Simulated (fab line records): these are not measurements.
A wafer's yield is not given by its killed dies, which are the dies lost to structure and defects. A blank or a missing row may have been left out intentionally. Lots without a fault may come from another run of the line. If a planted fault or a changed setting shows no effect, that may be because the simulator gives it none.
A struck lot beside a sound one	flow nandHarc	21 out of 1302 route steps
Sound: wafers L381.2, L381.3, L381.5. Struck: wafers L391.4, L391.5, L391.6. Last of all comes the cause.
For every step that has rows: the tool of each side, followed by ch and its chambers, followed by its first start. Under that, the readings that differ: sound wafers	struck wafers	difference of the means	sigmas: that difference in standard deviations of wafers without a fault.
alike: a reading whose means differ by less than 2 such deviations, as well as words and numbers matching on both sides. not compared: withheld readings; readings where some wafer has no value; bounds like >300 that might hide an equal value; numbers whose values overlap and for which the record gives no deviation.
Wherever a step has rows on one side only, a row that says differs or no value, or a row with sigmas, the two part there. When numbers do not overlap yet have no deviation, they are printed without sigmas and do not part them. A reading missing from all wafers of one side parts the sides only when that side holds two or more wafers.

NHARC_A_BLC_CMP_25: polishes, t overpolish 30 s, target thk 150 nm.
  sound on cmp-02 ch 1,3, day 24 04:44; struck on cmp-02 ch 0,1,2, day 29 12:52
  alike: motorCurrentA, overpolishRunS, timeToEndpointS
then, 1 step without rows for these wafers: NHARC_A_BLC_SRD_27.
NHARC_A_BLC_INSPECT_28:
  sound on defectInspect-02 at day 24 05:08; struck on defectInspect-01 at day 29 13:12
  alike: rawDefectCount
then, 8 steps without rows for these wafers: NHARC_A_M0_DEP_00 (deposits SiOC, target thk 150 nm); NHARC_A_M0_DEHYDRATE_01 (time 120 s); NHARC_A_M0_HMDS_02 (time 30 s); NHARC_A_M0_COAT_33 (time 65 s); NHARC_A_M0_COAT_03 (resist thk 90 nm); NHARC_A_M0_SOFTBAKE_04 (time 55 s); NHARC_A_M0_EBR_05; NHARC_A_M0_EXPOSE_06 (exposes mask A M0, target cd 80 nm).
NHARC_A_M0_PEB_07: peb time 65 s.
  sound on lithoTrack-06 ch 0, day 24 05:56; struck on lithoTrack-06 ch 0, day 29 14:05
  alike: chillPlateTempC
then, 1 step without rows for these wafers: NHARC_A_M0_DEVELOP_08 (develop time 35 s).
NHARC_A_M0_CD_MEAS_09: target cd 80 nm.
  sound on cdSem-02 ch 0, day 24 06:01; struck on cdSem-03 ch 0, day 29 14:10
  alike: cdNm
NHARC_A_M0_OVL_MEAS_10: pitch 160 nm.
  sound on overlay-02 at day 24 06:07; struck on overlay-02 at day 29 14:14
reading	sound	struck	difference	sigmas
overlayXNm (nm)	-1.8 -2.1 -1.3	0.6 0.0 0.4	+2.1	+2
overlayYNm (nm)	1.0 1.0 0.8	-0.8 -0.7 -1.1	-1.8	-2
NHARC_A_M0_INSPECT_11:
  sound on defectInspect-02 at day 24 06:09; struck on defectInspect-02 at day 29 14:17
  alike: rawDefectCount
NHARC_A_M0_DESCUM_14: chemistry O2, time 3 s.
  sound on rieDiel-05 ch 0,2, day 24 06:13; struck on rieDiel-01 ch 1,2, day 29 14:21
  alike: drypumpMotorCurrentA, oesProductAu, rfVppV, showerheadPlenumPTorr, throttleValvePct
  not compared: rfHoursCounterH, model.A_M0.cdNm
NHARC_A_M0_ETCH_34: etches the open film in N2/H2, target depth 40 nm, overetch 12 nm, time 43.94 s.
  sound on rieDiel-05 ch 0,3, day 24 06:17; struck on rieDiel-01 ch 1,2, day 29 14:26
reading	sound	struck	difference	sigmas
drypumpMotorCurrentA (A)	4.9 5.3 5.3	6.7 5.5 6.7	+1.1	+2
  alike: oesProductAu, rfVppV, showerheadPlenumPTorr, throttleValvePct
  not compared: rfHoursCounterH
NHARC_A_M0_ETCH_15: etches the open film in C4F8/Ar, target depth 150 nm, overetch 15 nm, time 82.5 s.
  sound on rieDiel-05 ch 1,2; struck on rieDiel-01 ch 0,1
reading	sound	struck	difference	sigmas
rfVppV (V)	444.5 438.6 442.8	436.8 437.3 437.9	-4.6	-2
  alike: oesProductAu
  not compared: rfHoursCounterH, model.A_M0.cdNm
NHARC_A_M0_CD_MEAS_16:
  sound on cdSem-01 at day 24 06:31; struck on cdSem-02 at day 29 14:39
  alike: cdNm
then, 1 step without rows for these wafers: NHARC_END_SORT_01.

== WHERE THEY PART ==
First at NHARC_A_M0_OVL_MEAS_10; last, within this record, at NHARC_A_M0_ETCH_15. Later steps at which nothing parts them and some readings are alike: NHARC_A_M0_CD_MEAS_16.

WHY: what had been put in by the simulator
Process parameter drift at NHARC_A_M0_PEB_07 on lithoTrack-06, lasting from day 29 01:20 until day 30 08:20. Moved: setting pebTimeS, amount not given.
